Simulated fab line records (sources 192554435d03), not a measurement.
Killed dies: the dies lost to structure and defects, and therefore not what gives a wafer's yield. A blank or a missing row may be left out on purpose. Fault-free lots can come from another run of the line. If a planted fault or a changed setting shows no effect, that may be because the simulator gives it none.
One fault through the eyes of 3 desks | flow n5-finfet | each desk has only its own numbers; what lay behind them comes last

## THE DEFECT DESK
For each lot, the counts of the inspections along the route, averaged over the sampled wafers that have a number. Any lot whose mean is over 4 standard deviations away from the usual mean is out of limits and marked OUT; that distance is given in the brackets.
Columns: A = raw-defect-count at N5_PASSIVATION_INSPECT_61, usual 1.9
lot  | first seen here | A
L923 | day 13 19:37    | 1.0
L922 | day 14 18:21    | 2.0
L938 | day 18 14:31    | 2.0
L941 | day 18 20:15    | 1.3
L942 | day 19 13:44    | 2.0
This desk's verdict: no lot among the 5 shows anything out of limits.

## FOR THE TOOL OWNER'S DESK: pvd-sputter-01
The tool's own readings at N5_PASSIVATION_SPUTTER_20 (material TaN, target thk 50 nm): means of the sampled wafers that have a number, for each lot that ran on this tool. Any lot whose mean is over 4 standard deviations away from the usual mean is out of limits and marked OUT; that distance is given in the brackets.
Columns: A = throttle-valve-pct at N5_PASSIVATION_SPUTTER_20, usual 30.5 %
lot  | first seen here | A
L922 | day 14 20:03    | 31.3
L938 | day 18 15:56    | 30.5
This desk's verdict: no lot among the 2 shows anything out of limits.

## THE METROLOGY DESK
Means of the sampled wafers that have a number, per lot and without regard to the tool the lot ran on: this is what the gauges read. Any lot whose mean is over 4 standard deviations away from the usual mean is out of limits and marked OUT; that distance is given in the brackets.
Columns: A = cd-nm at N5_PASSIVATION_CD_MEAS_10, usual 3000.9 nm; B = TV_OVL at N5_PASSIVATION_OVL_MEAS_60, usual 1 nm
lot  | first seen here | A      | B
L923 | day 13 19:34    | 3000.9 | 1
L922 | day 14 18:18    | 3003.2 | 2
L938 | day 18 14:28    | 3002.7 | 1
L941 | day 18 20:12    | 3002.0 | 10
L942 | day 19 13:41    | 3002.2 | -2
This desk's verdict: no lot among the 5 shows anything out of limits.

## TAKEN TOGETHER
The defect desk saw nothing out of limits.
The desk of the tool owner found nothing out of limits.
From the metrology desk's view, nothing was out of limits.

## WHAT THE SIMULATOR PUT IN
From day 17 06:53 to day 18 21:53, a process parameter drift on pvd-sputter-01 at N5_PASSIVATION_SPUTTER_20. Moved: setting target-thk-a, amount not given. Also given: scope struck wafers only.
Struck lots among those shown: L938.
